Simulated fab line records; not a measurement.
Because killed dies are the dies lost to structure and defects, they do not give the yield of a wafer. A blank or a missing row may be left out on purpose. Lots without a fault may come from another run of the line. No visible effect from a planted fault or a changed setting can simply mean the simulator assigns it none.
fab line records	flow nandHarc
record lots=24	wafers=72	lastDay=24
route steps=1159 shown A_CONTACT@904
lots untouched by any fault: they come from a run of this same line in which no faults occurred
startH: the number of hours between the record's first day and the start of the first shown wafer of the lot	waitH: hours elapsed since this lot's preceding step	" same as the row above	L1.1+2: one row covering several wafers at once	- no value, or no start given	* or withheld: withheld	< > ~ a bound
route shown NAME@n: a module of which the file shows steps, and the number in the route of the first	usual: mean/standard deviation of fault-free wafers	same: alike in all rows	chamber/n: place in a boat	sites: readings site by site	_std_site: their standard deviation	_edge_site: outer sites' mean less inner sites'	radiusMm: for every site, how far away it sits from the centre of the wafer	mask NAME#n: copy n	behind: the most recent tool/chamber to have shaped the wafer	hold: what put the lot on hold/how long, in hours/how the hold closed	device: the transistor (n, p or np) that didn't switch	end of line: tests run on the same wafers once the route is complete	a step without rows: its recipe alone	killed: not the wafer's yield, but the dies lost to structure and defects at the first sort	map: a wafer's dies, marking killed ones x, the rest . and places with no die _
set.NAME: the setting as run; set.NAME@STEP: as run at that earlier step	model.NAME: the simulator's own value behind a step, which no gauge read
a sample of lots followed through the steps of the route, with each step as a table and each wafer as a row
services: the hour from which a tool's chamber was out of use, counted from the record's first day as startH (under 0 if before that day), plus the number of hours and why
## steps
# step NHARC_A_CONTACT_ETCH_124
# recipe sourceW=withheld	pressureMtorr=20	biasV=withheld	timeS=140	targetDepthA=7000	arFlowSccm=withheld	c4f8FlowSccm=withheld	o2FlowSccm=withheld	chemistry=C4F8/O2/Ar
# same timeS=140
lot.wafer	tool	chamber	startH	waitH	rfHoursCounterH
L074.1	harCapEtch-01	1	371.02	-	53
L074.2	"	0	"	"	53
L074.3	"	1	"	"	-
L075.2	harCapEtch-02	1	375.06	-	9
L075.1	"	0	"	"	9
L075.4	"	0	"	"	-
L077.4	harCapEtch-03	0	388.03	-	-
L077.3	"	1	"	"	-
L077.6	"	1	"	"	-
L076.1	harCapEtch-01	1	391.63	-	59
L076.3	"	1	"	"	-
L076.6	"	0	"	"	-
L079.2	harCapEtch-02	0	403.83	-	14
L079.4	"	0	"	"	-
L079.6	"	0	"	"	-
L078.2	harCapEtch-01	0	408.49	-	61
L078.3	"	1	"	"	-
L078.6	"	0	"	"	-
L080.1	harCapEtch-03	0	421.93	-	86
L080.4	"	0	"	"	-
L080.6	"	1	"	"	-
L081.1	harCapEtch-01	0	425.06	-	63
L081.4	"	0	"	"	-
L081.5	"	1	"	"	-
L084.1	harCapEtch-03	1	435.73	-	88
L084.3	"	1	"	"	-
L084.6	"	1	"	"	-
L083.1	harCapEtch-02	0	440.21	-	20
L083.3	"	1	"	"	-
L083.6	"	1	"	"	-
L082.1	harCapEtch-02	1	444.55	-	22
L082.4	"	1	"	"	-
L082.5	"	0	"	"	-
L086.1	harCapEtch-02	1	451.66	-	23
L086.2	"	0	"	"	23
L086.3	"	0	"	"	-
L085.1	harCapEtch-01	1	452.62	-	69
L085.4	"	1	"	"	-
L085.3	"	0	"	"	-
L088.2	harCapEtch-02	0	455.67	-	24
L088.1	"	1	"	"	24
L088.5	"	1	"	"	-
L087.4	harCapEtch-03	1	463.00	-	-
L087.5	"	0	"	"	-
L087.6	"	1	"	"	-
L089.2	harCapEtch-01	1	464.19	-	73
L089.3	"	1	"	"	-
L089.6	"	1	"	"	-
L092.1	harCapEtch-02	0	466.36	-	27
L092.2	"	1	"	"	27
L092.3	"	0	"	"	-
L090.2	harCapEtch-01	1	468.41	-	74
L090.1	"	0	"	"	74
L090.5	"	0	"	"	-
L091.2	harCapEtch-02	0	474.24	-	30
L091.4	"	0	"	"	-
L091.6	"	1	"	"	-
L093.2	harCapEtch-02	0	481.74	-	31
L093.5	"	0	"	"	-
L093.6	"	1	"	"	-
L094.4	harCapEtch-03	0	485.01	-	-
L094.5	"	0	"	"	-
L094.6	"	1	"	"	-
L096.4	harCapEtch-03	0	500.00	-	-
L096.5	"	0	"	"	-
L096.6	"	1	"	"	-
L097.1	harCapEtch-01	1	502.72	-	80
L097.4	"	0	"	"	-
L097.6	"	1	"	"	-
L095.2	harCapEtch-02	1	505.52	-	34
L095.1	"	0	"	"	34
L095.5	"	0	"	"	-
# step NHARC_A_CONTACT_ETCH_126
# recipe sourceW=withheld	pressureMtorr=20	biasV=1200	timeS=155	targetDepthA=9560	arFlowSccm=withheld	c4f8FlowSccm=withheld	o2FlowSccm=withheld	chemistry=C4F8/O2/Ar
# same timeS=155
lot.wafer	tool	chamber	startH	waitH	rfHoursCounterH
L074.1	harCapEtch-01	1	371.37	0.1	53
L074.2	"	0	"	"	53
L074.3	"	1	"	"	-
L075.2	harCapEtch-02	1	375.40	0.1	9
L075.1	"	0	"	"	9
L075.4	"	0	"	"	-
L077.4	harCapEtch-03	0	388.35	0.1	-
L077.3	"	1	"	"	-
L077.6	"	1	"	"	-
L076.1	harCapEtch-01	1	391.96	0.1	59
L076.3	"	1	"	"	-
L076.6	"	0	"	"	-
L079.2	harCapEtch-02	0	404.16	0.1	15
L079.4	"	0	"	"	-
L079.6	"	0	"	"	-
L078.2	harCapEtch-01	0	408.87	0.1	61
L078.3	"	1	"	"	-
L078.6	"	0	"	"	-
L080.1	harCapEtch-03	0	422.26	0.1	86
L080.4	"	0	"	"	-
L080.6	"	1	"	"	-
L081.1	harCapEtch-01	0	425.50	0.2	64
L081.4	"	0	"	"	-
L081.5	"	1	"	"	-
L084.1	harCapEtch-03	1	436.18	0.2	88
L084.3	"	1	"	"	-
L084.6	"	1	"	"	-
L083.1	harCapEtch-02	0	440.67	0.2	20
L083.3	"	1	"	"	-
L083.6	"	1	"	"	-
L082.1	harCapEtch-02	1	444.89	0.1	22
L082.4	"	1	"	"	-
L082.5	"	0	"	"	-
L086.1	harCapEtch-02	1	452.00	0.1	23
L086.2	"	0	"	"	23
L086.3	"	0	"	"	-
L085.1	harCapEtch-01	1	453.08	0.2	69
L085.4	"	1	"	"	-
L085.3	"	0	"	"	-
L088.2	harCapEtch-02	0	456.01	0.1	24
L088.1	"	1	"	"	24
L088.5	"	1	"	"	-
L087.4	harCapEtch-03	1	463.32	0.1	-
L087.5	"	0	"	"	-
L087.6	"	1	"	"	-
L089.2	harCapEtch-01	1	464.54	0.1	73
L089.3	"	1	"	"	-
L089.6	"	1	"	"	-
L092.1	harCapEtch-02	0	466.70	0.1	28
L092.2	"	1	"	"	28
L092.3	"	0	"	"	-
L090.2	harCapEtch-01	1	468.75	0.1	74
L090.1	"	0	"	"	74
L090.5	"	0	"	"	-
L091.2	harCapEtch-02	0	474.68	0.2	30
L091.4	"	0	"	"	-
L091.6	"	1	"	"	-
L093.2	harCapEtch-02	0	482.08	0.1	31
L093.5	"	0	"	"	-
L093.6	"	1	"	"	-
L094.4	harCapEtch-03	0	485.33	0.1	-
L094.5	"	0	"	"	-
L094.6	"	1	"	"	-
L096.4	harCapEtch-03	0	500.43	0.2	-
L096.5	"	0	"	"	-
L096.6	"	1	"	"	-
L097.1	harCapEtch-01	1	503.06	0.1	80
L097.4	"	0	"	"	-
L097.6	"	1	"	"	-
L095.2	harCapEtch-02	1	505.86	0.1	34
L095.1	"	0	"	"	34
L095.5	"	0	"	"	-
# step NHARC_A_CONTACT_ETCH_132
# recipe sourceW=withheld	pressureMtorr=20	biasV=1200	timeS=156	targetDepthA=9580	arFlowSccm=withheld	c4f8FlowSccm=withheld	o2FlowSccm=withheld	chemistry=C4F8/O2/Ar
# same timeS=156
lot.wafer	tool	chamber	startH	waitH	rfHoursCounterH
L074.1	harCapEtch-01	1	372.21	0.1	54
L074.2	"	0	"	"	54
L074.3	"	1	"	"	-
L075.2	harCapEtch-02	1	376.25	0.1	10
L075.1	"	0	"	"	10
L075.4	"	0	"	"	-
L077.4	harCapEtch-03	0	389.21	0.1	-
L077.3	"	1	"	"	-
L077.6	"	1	"	"	-
L076.1	harCapEtch-01	1	392.82	0.1	60
L076.3	"	1	"	"	-
L076.6	"	0	"	"	-
L079.2	harCapEtch-02	0	405.01	0.1	15
L079.4	"	0	"	"	-
L079.6	"	0	"	"	-
L078.2	harCapEtch-01	0	409.72	0.1	62
L078.3	"	1	"	"	-
L078.6	"	0	"	"	-
L080.1	harCapEtch-03	0	423.12	0.1	87
L080.4	"	0	"	"	-
L080.6	"	1	"	"	-
L081.1	harCapEtch-01	0	426.63	0.2	64
L081.4	"	0	"	"	-
L081.5	"	1	"	"	-
L084.1	harCapEtch-03	1	437.31	0.2	89
L084.3	"	1	"	"	-
L084.6	"	1	"	"	-
L083.1	harCapEtch-02	0	441.75	0.1	21
L083.3	"	1	"	"	-
L083.6	"	1	"	"	-
L082.1	harCapEtch-02	1	445.74	0.1	23
L082.4	"	1	"	"	-
L082.5	"	0	"	"	-
L086.1	harCapEtch-02	1	452.85	0.1	24
L086.2	"	0	"	"	24
L086.3	"	0	"	"	-
L085.1	harCapEtch-01	1	454.21	0.2	70
L085.4	"	1	"	"	-
L085.3	"	0	"	"	-
L088.2	harCapEtch-02	0	456.86	0.1	25
L088.1	"	1	"	"	25
L088.5	"	1	"	"	-
L087.4	harCapEtch-03	1	464.17	0.1	-
L087.5	"	0	"	"	-
L087.6	"	1	"	"	-
L089.2	harCapEtch-01	1	465.38	0.1	74
L089.3	"	1	"	"	-
L089.6	"	1	"	"	-
L092.1	harCapEtch-02	0	467.55	0.1	28
L092.2	"	1	"	"	28
L092.3	"	0	"	"	-
L090.2	harCapEtch-01	1	469.60	0.1	75
L090.1	"	0	"	"	75
L090.5	"	0	"	"	-
L091.2	harCapEtch-02	0	475.81	0.2	31
L091.4	"	0	"	"	-
L091.6	"	1	"	"	-
L093.2	harCapEtch-02	0	482.93	0.1	32
L093.5	"	0	"	"	-
L093.6	"	1	"	"	-
L094.4	harCapEtch-03	0	486.18	0.1	-
L094.5	"	0	"	"	-
L094.6	"	1	"	"	-
L096.4	harCapEtch-03	0	501.57	0.2	-
L096.5	"	0	"	"	-
L096.6	"	1	"	"	-
L097.1	harCapEtch-01	1	503.91	0.1	81
L097.4	"	0	"	"	-
L097.6	"	1	"	"	-
L095.2	harCapEtch-02	1	506.70	0.1	35
L095.1	"	0	"	"	35
L095.5	"	0	"	"	-
# step NHARC_A_CONTACT_ETCH_97
# recipe targetDepthA=200	overEtchFrac=0.5	timeS=10	ionEnergyEv=250	c4f6FlowSccm=25	o2FlowSccm=20	arFlowSccm=500	rfW=600	biasW=500	chemistry=C4F6/O2
# usual drypumpMotorCurrentA=5.6/0.39	oesProductAu=0.968/0.029	rfVppV=547/4.4	showerheadPlenumPTorr=3.92/0.21	throttleValvePct=26.904/0.0092
# same timeS=10
lot.wafer	tool	chamber	startH	waitH	drypumpMotorCurrentA	oesProductAu	rfHoursCounterH	rfVppV	showerheadPlenumPTorr	throttleValvePct
L074.2	rieDiel-03	1	-	-	5.2	0.988	46	544	3.81	26.908
L074.3	"	2	"	"	5.5	0.988	46	550	4.16	26.885
L074.1	"	3	"	"	5.6	0.977	60	541	3.67	26.896
L075.2	rieDiel-03	0	-	-	5.7	0.940	59	552	4.15	26.895
L075.4	"	1	"	"	5.2	0.949	47	545	3.81	26.896
L075.1	"	2	"	"	5.5	0.971	47	553	4.16	26.903
L077.4	rieDiel-10	0	-	-	5.7	0.943	7	544	3.87	26.909
L077.3	"	1	"	"	5.3	0.975	7	543	3.66	26.890
L077.6	"	3	"	"	5.2	0.948	-	545	3.83	26.917
L076.1	rieDiel-11	1	-	-	5.5	0.956	6	542	3.68	26.895
L076.3	"	2	"	"	6.1	0.964	7	543	3.67	26.910
L076.6	"	3	"	"	5.3	0.947	-	543	3.71	26.911
L079.4	rieDiel-10	1	-	-	5.3	0.965	11	542	3.65	26.898
L079.2	"	0	"	"	5.7	0.959	11	546	3.87	26.900
L079.6	"	1	"	"	5.3	0.961	-	542	3.65	26.913
L078.3	rieDiel-03	3	-	-	5.6	0.954	3	552	4.22	26.900
L078.2	"	0	"	"	5.7	0.962	5	551	4.14	26.920
L078.6	"	3	"	"	5.5	0.959	-	553	4.23	26.903
L080.4	rieDiel-10	2	-	-	6.1	0.935	13	553	4.12	26.885
L080.1	"	3	"	"	5.2	0.973	14	545	3.83	26.899
L080.6	"	1	"	"	5.3	0.988	-	542	3.65	26.906
L081.1	rieDiel-10	3	-	-	5.2	0.961	14	546	3.83	26.910
L081.4	"	1	"	"	5.3	0.962	14	540	3.65	26.911
L081.5	"	2	"	"	6.0	0.925	-	551	4.12	26.900
L084.3	rieDiel-10	1	-	-	5.3	0.970	17	541	3.65	26.891
L084.1	"	2	"	"	6.1	0.918	16	551	4.12	26.874
L084.6	"	2	"	"	6.1	0.907	-	551	4.12	26.912
L083.1	rieDiel-03	2	-	-	5.5	0.999	14	551	4.15	26.909
L083.3	"	3	"	"	5.6	1.015	16	553	4.22	26.903
L083.6	"	3	"	"	5.6	1.018	-	552	4.22	26.899
L082.1	rieDiel-10	0	-	-	5.7	1.013	19	545	3.86	26.913
L082.4	"	2	"	"	6.1	0.977	18	550	4.12	26.902
L082.5	"	0	"	"	5.7	1.019	-	545	3.86	26.920
L086.1	rieDiel-03	2	-	-	5.5	0.961	16	550	4.15	26.908
L086.3	"	0	"	"	5.7	0.951	22	551	4.13	26.909
L086.2	"	1	"	"	5.2	0.969	20	544	3.80	26.911
L085.1	rieDiel-03	2	-	-	5.5	0.966	17	551	4.15	26.893
L085.3	"	0	"	"	5.7	0.971	22	550	4.13	26.905
L085.4	"	1	"	"	5.2	0.971	20	543	3.80	26.915
L088.2	rieDiel-10	1	-	-	5.3	1.024	21	540	3.65	26.882
L088.1	"	3	"	"	5.2	1.009	22	545	3.82	26.883
L088.5	"	1	"	"	5.3	1.021	-	542	3.65	26.912
L087.4	rieDiel-10	3	-	-	5.2	0.950	24	547	3.82	26.903
L087.5	"	2	"	"	6.0	0.922	-	551	4.12	26.909
L087.6	"	3	"	"	5.2	0.952	-	545	3.82	26.902
L089.2	rieDiel-10	3	-	-	5.2	0.997	24	545	3.82	26.888
L089.3	"	0	"	"	5.8	0.957	24	545	3.86	26.904
L089.6	"	2	"	"	6.1	0.966	-	550	4.12	26.912
L092.1	rieDiel-03	1	-	-	5.2	1.024	25	543	3.79	26.911
L092.2	"	2	"	"	5.5	1.003	22	551	4.14	26.901
L092.3	"	3	"	"	5.6	1.008	25	552	4.21	26.912
L090.2	rieDiel-10	2	-	-	6.0	0.934	25	551	4.12	26.921
L090.1	"	0	"	"	5.7	0.976	26	546	3.86	26.917
L090.5	"	3	"	"	5.2	0.983	-	544	3.82	26.900
L091.2	rieDiel-11	3	-	-	5.3	0.938	38	542	3.69	26.912
L091.4	"	1	"	"	5.5	0.922	38	542	3.66	26.900
L091.6	"	2	"	"	6.1	0.954	-	541	3.65	26.904
L093.2	rieDiel-11	1	-	-	5.4	0.966	41	540	3.66	26.906
L093.6	"	2	"	"	6.1	1.003	-	541	3.65	26.892
L093.5	"	3	"	"	5.3	0.978	-	542	3.69	26.891
L094.4	rieDiel-10	0	-	-	5.7	0.943	30	545	3.85	26.893
L094.5	"	2	"	"	6.1	0.925	-	552	4.11	26.896
L094.6	"	3	"	"	5.2	0.958	-	545	3.82	26.903
L096.4	rieDiel-10	1	-	-	5.3	0.979	31	541	3.64	26.898
L096.6	"	1	"	"	5.3	0.973	-	541	3.64	26.909
L096.5	"	2	"	"	6.0	0.937	-	551	4.11	26.919
L097.4	rieDiel-11	1	-	-	5.5	0.920	49	540	3.65	26.912
L097.1	"	3	"	"	5.3	0.942	48	543	3.69	26.907
L097.6	"	1	"	"	5.5	0.925	-	541	3.65	26.909
L095.2	rieDiel-03	2	-	-	5.5	1.006	34	551	4.14	26.923
L095.1	"	0	"	"	5.7	1.016	40	550	4.12	26.911
L095.5	"	2	"	"	5.5	1.014	-	552	4.14	26.904
# step NHARC_A_CONTACT_DEP_85
# recipe targetThkA=500	targetThkNm=50	tempC=400	pressureTorr=3.5	flowSccm=200	rfW=350	material=SiON
# usual chamberPressureTorr=3.501/0.0075	heaterPowerW=731/67
lot.wafer	tool	chamber	startH	waitH	chamberPressureTorr	heaterPowerW
L074.3	pecvd-01	0	376.90	0.6	3.506	698
L074.1	"	1	"	"	3.509	775
L074.2	"	2	"	"	3.493	786
L075.1	pecvd-02	2	382.29	1.0	3.499	552
L075.2	"	0	"	"	3.501	738
L075.4	"	2	"	"	3.495	538
L077.3	pecvd-01	2	392.33	0.7	3.516	803
L077.6	"	1	"	"	3.500	833
L077.4	"	2	"	"	3.491	807
L076.1	pecvd-01	0	396.10	1.1	3.504	730
L076.3	"	1	"	"	3.503	737
L076.6	"	0	"	"	3.496	705
L079.2	pecvd-01	0	408.26	0.9	3.506	757
L079.6	"	0	"	"	3.506	760
L079.4	"	1	"	"	3.502	801
L078.2	pecvd-01	1	415.08	0.9	3.505	835
L078.3	"	2	"	"	3.482	845
L078.6	"	2	"	"	3.495	815
L080.1	pecvd-02	1	426.31	1.1	3.511	841
L080.4	"	1	"	"	3.497	802
L080.6	"	2	"	"	3.501	590
L081.1	pecvd-03	1	432.32	1.1	3.487	737
L081.4	"	1	"	"	3.494	750
L081.5	"	0	"	"	3.499	698
L084.3	pecvd-02	1	440.62	0.7	3.497	718
L084.1	"	0	"	"	3.506	750
L084.6	"	2	"	"	3.500	579
L083.3	pecvd-01	2	447.94	0.6	3.504	705
L083.1	"	0	"	"	3.492	716
L083.6	"	2	"	"	3.516	706
L082.1	pecvd-01	1	450.14	1.1	3.498	724
L082.4	"	2	"	"	3.514	733
L082.5	"	1	"	"	3.505	723
L086.2	pecvd-02	0	456.37	0.8	3.488	747
L086.1	"	1	"	"	3.498	683
L086.3	"	2	"	"	3.513	599
L085.1	pecvd-03	0	460.02	1.0	3.501	686
L085.3	"	1	"	"	3.504	682
L085.4	"	2	"	"	3.495	699
L088.2	pecvd-02	1	460.44	0.8	3.502	842
L088.1	"	2	"	"	3.507	642
L088.5	"	0	"	"	3.495	717
L087.4	pecvd-01	2	467.38	0.5	3.502	704
L087.5	"	0	"	"	3.502	746
L087.6	"	1	"	"	3.494	787
L089.2	pecvd-02	2	468.84	0.8	3.517	576
L089.3	"	0	"	"	3.498	696
L089.6	"	0	"	"	3.497	688
L092.3	pecvd-02	2	470.68	0.6	3.499	624
L092.2	"	0	"	"	3.495	787
L092.1	"	1	"	"	3.497	747
L090.1	pecvd-01	1	473.46	1.1	3.509	753
L090.2	"	0	"	"	3.509	668
L090.5	"	2	"	"	3.493	816
L091.2	pecvd-01	1	479.31	0.8	3.493	674
L091.4	"	1	"	"	3.486	701
L091.6	"	2	"	"	3.508	798
L093.2	pecvd-01	0	488.88	0.9	3.507	716
L093.5	"	2	"	"	3.493	751
L093.6	"	1	"	"	3.501	784
L094.6	pecvd-01	1	490.16	0.1	3.509	666
L094.5	"	2	"	"	3.497	803
L094.4	"	0	"	"	3.501	742
L096.6	pecvd-02	0	504.96	0.1	3.503	780
L096.4	"	1	"	"	3.506	820
L096.5	"	2	"	"	3.497	592
L097.1	pecvd-03	2	507.05	1.1	3.505	717
L097.6	"	1	"	"	3.502	745
L097.4	"	2	"	"	3.507	713
L095.1	pecvd-03	2	512.27	1.1	3.508	684
L095.2	"	1	"	"	3.510	693
L095.5	"	1	"	"	3.493	721
# step NHARC_A_CONTACT_DESCUM_13
# recipe timeS=3	o2FlowSccm=200	arFlowSccm=0	biasPowerW=0	chemistry=O2
# usual drypumpMotorCurrentA=5.6/0.33	oesProductAu=1.007/0.018	rfVppV=57.7/1	showerheadPlenumPTorr=1.90/0.11	throttleValvePct=11.311/0.0087
# same timeS=3
lot.wafer	tool	chamber	startH	waitH	drypumpMotorCurrentA	oesProductAu	rfHoursCounterH	rfVppV	showerheadPlenumPTorr	throttleValvePct
L074.2	rieDiel-03	1	377.71	0.1	5.2	0.999	47	56.3	1.85	11.326
L074.3	"	3	"	"	5.6	1.006	61	58.0	1.78	11.302
L074.1	"	0	"	"	5.7	1.012	59	59.3	2.04	11.295
L075.1	rieDiel-10	1	383.20	0.1	5.3	1.029	5	57.7	1.77	11.309
L075.4	"	2	"	"	6.0	0.980	6	58.3	2.02	11.303
L075.2	"	3	"	"	5.2	1.015	6	56.2	1.87	11.299
L077.3	rieDiel-10	0	393.21	0.1	5.7	0.998	8	58.0	1.88	11.310
L077.4	"	1	"	"	5.3	1.025	8	57.2	1.77	11.321
L077.6	"	1	"	"	5.3	1.034	-	56.2	1.77	11.312
L076.1	rieDiel-10	1	396.90	0.1	5.3	1.031	9	57.4	1.77	11.309
L076.3	"	2	"	"	6.0	0.987	9	58.1	2.02	11.315
L076.6	"	3	"	"	5.2	1.024	-	57.0	1.86	11.308
L079.4	rieDiel-03	2	409.01	0.1	5.5	1.010	2	59.8	2.04	11.320
L079.2	"	3	"	"	5.5	1.021	2	59.5	2.08	11.308
L079.6	"	3	"	"	5.5	1.013	-	56.7	2.08	11.310
L078.3	rieDiel-03	3	415.87	0.1	5.5	1.018	5	59.7	2.07	11.310
L078.2	"	1	"	"	5.1	1.022	7	57.0	1.85	11.296
L078.6	"	3	"	"	5.5	1.026	-	58.9	2.07	11.310
L080.1	rieDiel-03	2	427.24	0.1	5.5	1.001	7	58.2	2.04	11.307
L080.4	"	3	"	"	5.5	1.012	8	57.6	2.07	11.320
L080.6	"	1	"	"	5.2	1.024	-	57.4	1.85	11.309
L081.1	rieDiel-11	1	433.26	0.1	5.5	0.990	22	56.7	1.78	11.313
L081.4	"	3	"	"	5.3	0.986	22	57.6	1.79	11.323
L081.5	"	1	"	"	5.5	0.982	-	57.9	1.78	11.303
L084.1	rieDiel-11	3	441.57	0.1	5.3	0.990	24	56.8	1.79	11.318
L084.3	"	1	"	"	5.5	0.999	25	56.3	1.78	11.302
L084.6	"	3	"	"	5.3	0.978	-	57.3	1.79	11.316
L083.3	rieDiel-10	0	448.74	0.1	5.7	1.010	19	57.9	1.88	11.300
L083.1	"	1	"	"	5.3	1.023	18	56.9	1.77	11.317
L083.6	"	3	"	"	5.2	1.018	-	57.9	1.86	11.341
L082.1	rieDiel-10	1	451.00	0.1	5.3	1.020	19	57.0	1.77	11.318
L082.4	"	2	"	"	6.1	0.976	19	58.4	2.02	11.316
L082.5	"	0	"	"	5.7	1.006	-	57.7	1.88	11.310
L086.2	rieDiel-10	3	457.16	0.1	5.2	1.031	21	56.8	1.86	11.323
L086.1	"	0	"	"	5.7	1.008	22	57.5	1.88	11.320
L086.3	"	1	"	"	5.3	1.033	20	57.4	1.77	11.309
L085.3	rieDiel-10	3	460.93	0.1	5.2	1.019	23	57.4	1.86	11.319
L085.4	"	1	"	"	5.3	1.016	22	58.8	1.77	11.323
L085.1	"	2	"	"	6.0	0.984	22	57.5	2.02	11.316
L088.1	rieDiel-03	3	461.36	0.1	5.6	1.012	22	58.8	2.07	11.309
L088.2	"	0	"	"	5.7	1.029	25	59.0	2.02	11.310
L088.5	"	3	"	"	5.6	1.010	-	59.4	2.07	11.293
L087.4	rieDiel-11	3	468.22	0.1	5.3	0.977	36	56.5	1.79	11.301
L087.6	"	1	"	"	5.5	0.982	-	57.4	1.77	11.316
L087.5	"	2	"	"	6.1	1.013	-	56.4	1.77	11.313
L089.3	rieDiel-10	0	469.76	0.1	5.7	1.007	26	59.2	1.88	11.326
L089.2	"	1	"	"	5.3	1.031	24	56.9	1.76	11.320
L089.6	"	0	"	"	5.7	1.008	-	56.3	1.88	11.312
L092.2	rieDiel-10	2	471.61	0.1	6.1	0.970	25	59.5	2.02	11.306
L092.3	"	3	"	"	5.2	1.010	26	57.0	1.86	11.314
L092.1	"	0	"	"	5.7	0.998	27	56.1	1.88	11.317
L090.1	rieDiel-10	0	474.38	0.1	5.7	1.008	27	56.8	1.88	11.318
L090.2	"	2	"	"	6.0	0.975	26	57.6	2.02	11.304
L090.5	"	3	"	"	5.2	1.007	-	58.1	1.86	11.324
L091.2	rieDiel-10	1	480.22	0.1	5.3	1.026	27	57.3	1.76	11.308
L091.4	"	2	"	"	6.1	0.974	27	59.2	2.02	11.310
L091.6	"	1	"	"	5.3	1.032	-	55.9	1.76	11.321
L093.2	rieDiel-10	3	489.78	0.1	5.2	1.010	30	59.7	1.86	11.299
L093.6	"	1	"	"	5.4	1.027	-	57.5	1.76	11.316
L093.5	"	2	"	"	6.0	0.978	-	59.8	2.02	11.320
L094.4	rieDiel-10	3	491.01	0.1	5.2	1.011	30	56.4	1.86	11.329
L094.6	"	0	"	"	5.7	0.998	-	56.9	1.88	11.299
L094.5	"	1	"	"	5.3	1.036	-	58.0	1.76	11.309
L096.4	rieDiel-10	1	505.80	0.1	5.3	1.022	32	57.6	1.76	11.301
L096.5	"	0	"	"	5.7	0.994	-	58.4	1.88	11.322
L096.6	"	1	"	"	5.3	1.017	-	58.0	1.76	11.313
L097.4	rieDiel-10	1	507.95	0.1	5.3	1.031	32	57.1	1.76	11.304
L097.1	"	2	"	"	6.0	0.967	32	58.6	2.01	11.291
L097.6	"	1	"	"	5.3	1.034	-	56.2	1.76	11.308
L095.2	rieDiel-03	3	513.19	0.1	5.6	1.018	38	59.8	2.06	11.302
L095.1	"	0	"	"	5.7	1.014	42	57.8	2.02	11.308
L095.5	"	2	"	"	5.5	1.006	-	57.3	2.03	11.317
## services
tool	chamber	startH	hours	kind
rieDiel-10	-	353.50	9.0	pm
rieDiel-10	0	353.50	9.0	ventCycle
rieDiel-10	1	353.50	9.0	ventCycle
rieDiel-10	2	353.50	9.0	ventCycle
rieDiel-10	3	353.50	9.0	ventCycle
pecvd-01	-	357.13	1.4	repair
rieDiel-10	0	362.50	-	clean
rieDiel-10	1	362.50	-	clean
rieDiel-10	2	362.50	-	clean
rieDiel-10	3	362.50	-	clean
rieDiel-11	-	368.22	9.0	pm
rieDiel-10	0	387.00	-	clean
rieDiel-03	-	392.56	9.0	pm
rieDiel-10	1	416.03	3.8	repair
harCapEtch-03	-	416.76	1.5	repair
rieDiel-11	0	416.98	5.5	repair
pecvd-01	-	418.23	13.0	pm
pecvd-03	-	438.89	20.5	repair
rieDiel-11	0	439.12	16.0	repair
pecvd-02	2	461.45	3.0	repair
pecvd-03	2	468.50	11.4	repair
pecvd-03	-	473.64	13.0	pm
harCapEtch-01	-	479.35	0.7	repair
rieDiel-03	-	489.57	0.8	repair
## key
fault none
